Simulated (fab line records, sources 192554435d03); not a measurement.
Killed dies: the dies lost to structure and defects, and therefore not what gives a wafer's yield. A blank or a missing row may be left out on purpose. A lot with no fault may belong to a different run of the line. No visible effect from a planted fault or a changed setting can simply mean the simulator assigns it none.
fab line records	flow n5-finfet
[record] lots = 10	wafers = 30	last-day = 20
route steps=1938 shown BEOL_M3@979 BEOL_M4@1111
lots that met no fault: taken from a fault-free run of the same line
start-h: start of the lot's first displayed wafer, in hours after the record's first day	wait-h: hours from the lot's prior step to this one	" repeats the value in the row above	L1.1+2: several wafers, shown together as one row	- no value, or no start given	* or withheld: withheld	< > ~ a bound
route shown NAME@n: NAME is a module with steps in the file, n the number in the route of the first one	usual: mean and standard deviation over wafers with no fault	same: alike in all rows	chamber/n: place in a boat	sites: per-site readings	_std_site: their standard deviation	_edge_site: inner sites' mean taken away from outer sites' mean	radius-mm: how far each site lies from the wafer's centre	mask NAME#n: copy n	behind: the tool/chamber that last shaped the wafer	hold: cause of the lot's hold/its duration in hours/its outcome	device: the n, p or np transistor that did not switch	end of line: at the end of the route, the tests of the same wafers	for a step that has no rows: nothing shown but its recipe	killed: count of dies lost to structure and defects at first sort (not the wafer's yield)	map: the dies of a wafer, with x for killed, . for not killed, _ for no die there
set.NAME: the run value of the setting; set.NAME@STEP: its run value at that earlier step	model.NAME: the simulator's own value behind a step, which no gauge read
the route's steps for a sample of lots (tables are steps, rows are wafers)
services: the hour from which a tool's chamber was out of use, counted from the record's first day as start-h (under 0 if before that day), plus the number of hours and why
[[steps]]
[step N5_BEOL_M3_STRIP_36]
[recipe] chemistry = N2/H2	power-w = 450	temp-c = 40	pressure-mtorr = 20	rf-frequency-hz = 6e+07	overash-fraction = 0.3	bias-power-w = 7	h2-frac = 0.5	n2-flow-sccm = 200	h2-flow-sccm = 200
[usual] drypump-motor-current-A = 5.7/0.48	oes-product-au = 0.78/0.063	rf-vpp-V = 59.0/1.4	showerhead-plenum-p-Torr = 2.52/0.083	throttle-valve-pct = 23.6/0.3
lot.wafer	tool	chamber	start-h	wait-h	drypump-motor-current-A	oes-product-au	rf-hours-counter-h	rf-vpp-V	showerhead-plenum-p-Torr	throttle-valve-pct
L369.4	rie-diel-05	0	167.10	0.0	5.6	0.71	-	61.3	2.51	23.7
L369.5	"	2	"	"	4.8	0.87	-	56.5	2.58	23.2
L369.6	"	3	"	"	6.1	0.78	-	57.6	2.55	23.8
L370.2	rie-diel-06	1	167.34	0.0	5.5	0.80	117	57.2	2.36	24.0
L370.4	"	3	"	"	5.7	0.74	154	60.7	2.63	23.4
L370.6	"	1	"	"	5.5	0.80	-	60.8	2.36	24.0
L371.1	rie-diel-03	3	172.22	0.0	5.1	0.84	87	59.9	2.67	23.7
L371.2	"	1	"	"	5.4	0.89	36	57.7	2.46	23.1
L371.5	"	0	"	"	5.5	0.77	-	56.7	2.54	23.4
L374.1	rie-diel-03	3	187.49	0.0	5.1	0.81	91	57.8	2.67	23.7
L374.2	"	1	"	"	5.4	0.89	41	59.7	2.46	23.1
L374.6	"	2	"	"	6.1	0.74	-	59.6	2.43	23.2
L380.1	rie-diel-03	0	215.09	0.0	5.5	0.75	175	58.0	2.54	23.4
L380.2	"	1	"	"	5.4	0.88	51	56.9	2.46	23.0
L380.6	"	3	"	"	5.1	0.81	-	59.5	2.67	23.7
L378.1	rie-diel-05	0	215.16	0.0	5.6	0.70	215	57.3	2.51	23.7
L378.5	"	3	"	"	6.1	0.75	-	60.7	2.54	23.8
L378.6	"	0	"	"	5.6	0.69	-	59.2	2.51	23.7
L388.1	rie-diel-05	2	269.48	0.0	4.8	0.82	77	60.6	2.57	23.3
L388.4	"	3	"	"	6.1	0.75	177	60.0	2.54	23.8
L388.5	"	1	"	"	6.5	0.87	-	59.7	2.48	23.5
L389.1	rie-diel-05	0	272.42	0.0	5.5	0.69	232	61.5	2.50	23.8
L389.5	"	3	"	"	6.1	0.74	-	59.4	2.54	23.8
L389.6	"	2	"	"	4.9	0.82	-	60.6	2.57	23.3
L391.1	rie-diel-05	1	301.74	0.0	6.5	0.87	41	58.8	2.47	23.5
L391.3	"	2	"	"	4.9	0.83	86	59.3	2.57	23.3
L391.5	"	1	"	"	6.5	0.86	-	58.8	2.47	23.5
L392.1	rie-diel-06	0	316.27	0.0	5.9	0.71	202	60.9	2.64	23.4
L392.2	"	1	"	"	5.5	0.76	159	59.7	2.34	24.0
L392.3	"	2	"	"	6.0	0.73	148	59.0	2.55	24.1
[step N5_BEOL_M3_PRE_CLEAN_45]
[recipe] gas = H2/He	time-s = 30	temp-c = 250
[usual] heater-power-w = 340/37
lot.wafer	tool	chamber	start-h	wait-h	heater-power-w
L369.4	pvd-sputter-03	-	168.05	0.0	319
L369.5	"	-	"	"	325
L369.6	"	-	"	"	312
L370.2	pvd-sputter-01	-	168.10	0.0	346
L370.4	"	-	"	"	338
L370.6	"	-	"	"	375
L371.1	pvd-sputter-03	-	172.99	0.0	317
L371.2	"	-	"	"	307
L371.5	"	-	"	"	318
L374.1	pvd-sputter-01	-	188.69	0.0	382
L374.2	"	-	"	"	379
L374.6	"	-	"	"	390
L380.1	pvd-sputter-02	-	215.63	0.0	319
L380.2	"	-	"	"	390
L380.6	"	-	"	"	266
L378.1	pvd-sputter-02	-	215.79	0.0	329
L378.5	"	-	"	"	333
L378.6	"	-	"	"	320
L388.1	pvd-sputter-02	-	270.33	0.0	272
L388.4	"	-	"	"	312
L388.5	"	-	"	"	319
L389.1	pvd-sputter-02	-	273.17	0.0	261
L389.5	"	-	"	"	320
L389.6	"	-	"	"	403
L391.1	pvd-sputter-03	-	302.84	0.0	312
L391.3	"	-	"	"	387
L391.5	"	-	"	"	319
L392.1	pvd-sputter-02	-	317.13	0.0	393
L392.2	"	-	"	"	269
L392.3	"	-	"	"	317
[step N5_BEOL_M3_ANNEAL_80]
[recipe] temp-c = 400	time-s = 240	ambient = vacuum
[usual] heater-power-w = 843/90	susceptor-temp-C = 400.02/0.22
lot.wafer	tool	chamber	start-h	wait-h	heater-power-w	susceptor-temp-C
L369.4	pvd-sputter-01	-	170.49	0.1	939	400.28
L369.5	"	-	"	"	860	399.89
L369.6	"	-	"	"	856	399.89
L370.2	pvd-sputter-02	-	170.53	0.0	817	399.51
L370.4	"	-	"	"	780	400.04
L370.6	"	-	"	"	984	399.88
L371.1	pvd-sputter-02	-	173.87	0.0	801	400.42
L371.2	"	-	"	"	969	400.01
L371.5	"	-	"	"	834	400.16
L374.1	pvd-sputter-03	-	190.09	0.0	784	400.10
L374.2	"	-	"	"	785	400.15
L374.6	"	-	"	"	808	400.15
L380.1	pvd-sputter-02	-	216.53	0.0	996	400.11
L380.2	"	-	"	"	823	400.02
L380.6	"	-	"	"	788	400.02
L378.1	pvd-sputter-03	-	217.11	0.0	929	399.78
L378.5	"	-	"	"	760	399.84
L378.6	"	-	"	"	798	399.67
L388.1	pvd-sputter-02	-	271.19	0.0	-	-
L388.4	"	-	"	"	-	-
L388.5	"	-	"	"	-	-
L389.1	pvd-sputter-03	-	274.38	0.0	-	-
L389.5	"	-	"	"	-	-
L389.6	"	-	"	"	-	-
L391.1	pvd-sputter-01	-	303.68	0.0	836	399.90
L391.3	"	-	"	"	960	400.01
L391.5	"	-	"	"	842	399.76
L392.1	pvd-sputter-03	-	318.52	0.0	800	400.17
L392.2	"	-	"	"	942	400.20
L392.3	"	-	"	"	812	400.26
[step N5_BEOL_M3_ANNEAL_87]
[recipe] temp-c = 400	time-s = 240	ambient = vacuum
[usual] heater-power-w = 845/92	susceptor-temp-C = 399.98/0.24
lot.wafer	tool	chamber	start-h	wait-h	heater-power-w	susceptor-temp-C
L369.4	pvd-sputter-01	-	170.93	0.1	941	399.96
L369.5	"	-	"	"	836	399.54
L369.6	"	-	"	"	863	399.55
L370.2	pvd-sputter-02	-	170.97	0.0	800	399.93
L370.4	"	-	"	"	772	399.91
L370.6	"	-	"	"	1019	400.27
L371.1	pvd-sputter-02	-	174.31	0.0	776	399.72
L371.2	"	-	"	"	1000	399.67
L371.5	"	-	"	"	838	399.76
L374.1	pvd-sputter-03	-	190.53	0.0	787	399.85
L374.2	"	-	"	"	763	400.14
L374.6	"	-	"	"	794	399.89
L380.1	pvd-sputter-02	-	216.97	0.0	961	399.99
L380.2	"	-	"	"	812	400.07
L380.6	"	-	"	"	785	400.34
L378.1	pvd-sputter-03	-	217.55	0.0	960	399.76
L378.5	"	-	"	"	782	399.59
L378.6	"	-	"	"	806	400.01
L388.1	pvd-sputter-02	-	271.63	0.0	675	400.09
L388.4	"	-	"	"	991	399.66
L388.5	"	-	"	"	823	400.08
L389.1	pvd-sputter-03	-	274.82	0.0	973	400.01
L389.5	"	-	"	"	809	400.27
L389.6	"	-	"	"	779	399.97
L391.1	pvd-sputter-01	-	304.12	0.0	867	400.20
L391.3	"	-	"	"	961	400.01
L391.5	"	-	"	"	837	399.87
L392.1	pvd-sputter-03	-	345.64	0.0	814	399.96
L392.2	"	-	"	"	955	400.44
L392.3	"	-	"	"	780	400.10
[step N5_BEOL_M4_RC_MEAS_101]
[usual] DIBL_N = 36.7/1.8	DIBL_P = 37.0/2.4	IOFF_N = 0.17/0.036	IOFF_P = 0.22/0.042	ION_N = 673/12	ION_P = 462/8.5	SS_N = 71.7/0.62	SS_P = 73.4/0.65	VT_N = 250/3.7	VT_P = -250/3.7
lot.wafer	tool	chamber	start-h	wait-h	DIBL_N[mV/V]	DIBL_P[mV/V]	IOFF_N[nA/um]	IOFF_P[nA/um]	ION_N[uA/um]	ION_P[uA/um]	SS_N[mV/dec]	SS_P[mV/dec]	VT_N[mV]	VT_P[mV]
L370.2	prober-02	0	188.56	0.2	38.5	39.0	0.19	0.25	671	461	71.5	73.3	250	-250
L370.4	"	0	"	"	38.2	39.0	0.21	0.24	675	460	71.9	74.6	245	-250
L370.6	"	0	"	"	37.8	37.4	0.19	0.22	667	457	72.0	73.4	250	-249
L369.4	prober-01	0	190.83	0.5	38.0	39.7	0.19	0.24	682	462	72.3	73.6	247	-250
L369.5	"	0	"	"	36.5	37.5	0.16	0.20	676	460	71.0	73.5	250	-252
L369.6	"	0	"	"	37.5	39.1	0.18	0.23	678	458	71.5	74.0	248	-251
L371.1	prober-02	0	195.99	0.0	36.8	37.0	0.15	0.20	660	460	72.2	73.1	252	-253
L371.2	"	0	"	"	36.4	36.0	0.14	0.18	666	460	71.8	73.5	253	-255
L371.5	"	0	"	"	38.0	38.4	0.18	0.21	667	457	72.5	73.6	251	-253
L374.1	prober-01	0	204.56	0.0	37.7	38.4	0.17	0.21	670	455	72.2	73.5	251	-253
L374.2	"	0	"	"	34.6	34.7	0.13	0.16	671	456	71.1	72.0	252	-255
L374.6	"	0	"	"	35.9	35.1	0.14	0.17	655	447	71.1	73.6	252	-254
L380.1	prober-02	0	237.03	0.0	37.4	38.1	0.18	0.23	675	459	71.5	74.1	248	-251
L380.2	"	0	"	"	36.3	37.3	0.16	0.23	687	471	71.8	73.4	249	-250
L380.6	"	0	"	"	37.2	36.4	0.16	0.21	689	470	71.9	73.1	248	-250
L378.1	prober-01	0	237.71	0.0	35.9	35.9	0.17	0.25	683	479	71.0	72.7	246	-243
L378.5	"	0	"	"	35.4	35.4	0.15	0.24	667	470	72.1	72.2	250	-244
L378.6	"	0	"	"	37.8	37.7	0.20	0.29	672	474	71.9	73.1	245	-243
L389.1	prober-01	0	300.55	0.0	35.7	34.9	0.15	0.19	678	461	71.4	73.1	251	-249
L389.5	"	0	"	"	36.7	36.2	0.17	0.22	686	464	71.0	73.8	250	-249
L389.6	"	0	"	"	32.1	30.0	0.10	0.14	662	456	70.7	72.4	256	-255
L388.1	prober-02	0	300.73	0.0	39.0	38.1	0.20	0.21	679	459	72.0	72.6	248	-252
L388.4	"	0	"	"	38.3	37.9	0.18	0.22	678	469	72.0	73.0	247	-251
L388.5	"	0	"	"	39.3	38.2	0.21	0.22	677	456	72.1	73.0	248	-249
L391.1	prober-02	0	330.73	0.0	37.6	38.4	0.18	0.24	684	467	72.0	72.7	248	-250
L391.3	"	0	"	"	36.9	37.5	0.16	0.22	671	460	71.8	73.1	249	-254
L391.5	"	0	"	"	36.6	37.7	0.16	0.23	676	469	71.8	73.9	249	-251
L392.1	prober-01	0	355.73	0.0	36.6	36.4	0.15	0.19	669	454	71.8	72.8	251	-252
L392.2	"	0	"	"	36.8	35.9	0.16	0.20	682	464	71.9	73.6	248	-253
L392.3	"	0	"	"	35.9	35.0	0.14	0.18	670	455	71.6	73.4	251	-254
[[services]]
tool	chamber	start-h	hours	kind
rie-diel-05	1	150.32	-	clean
rie-diel-05	1	150.32	-	consumable-replace:focus-ring
rie-diel-05	1	150.32	18.0	scheduled-down
rie-diel-05	1	150.32	18.0	vent-cycle
rie-diel-06	2	160.23	3.0	repair
rie-diel-05	-	171.20	2.8	pm
rie-diel-06	-	190.75	2.8	pm
rie-diel-05	0	192.21	5.8	repair
rie-diel-05	-	195.70	0.7	repair
rie-diel-03	2	225.59	2.0	repair
rie-diel-05	0	241.22	3.8	repair
rie-diel-06	3	291.19	8.3	repair
pvd-sputter-02	-	301.83	7.9	repair
rie-diel-05	0	320.99	2.0	repair
rie-diel-06	1	332.37	8.2	repair
rie-diel-05	0	334.81	-	clean
rie-diel-05	0	334.81	-	consumable-replace:focus-ring
rie-diel-05	0	334.81	13.4	scheduled-down
rie-diel-05	0	334.81	13.4	vent-cycle
[[key]]
[first-sign] step = N5_BEOL_M3_ANNEAL_80	reading = tool-record	direction = missing
effect none on later readings
met-at N5_BEOL_M3_ANNEAL_80
struck-lots L388,L389
not-acting-at N5_BEOL_M3_STRIP_36,N5_BEOL_M3_PRE_CLEAN_45,N5_BEOL_M3_ANNEAL_87
onset-between 217.11 271.19
[fault] kind = skipped-step-whole	tool = pvd-sputter-02,pvd-sputter-03	chamber = -	onset-h = 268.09	steps = N5_BEOL_M3_ANNEAL_80	scope = struck-lots-only
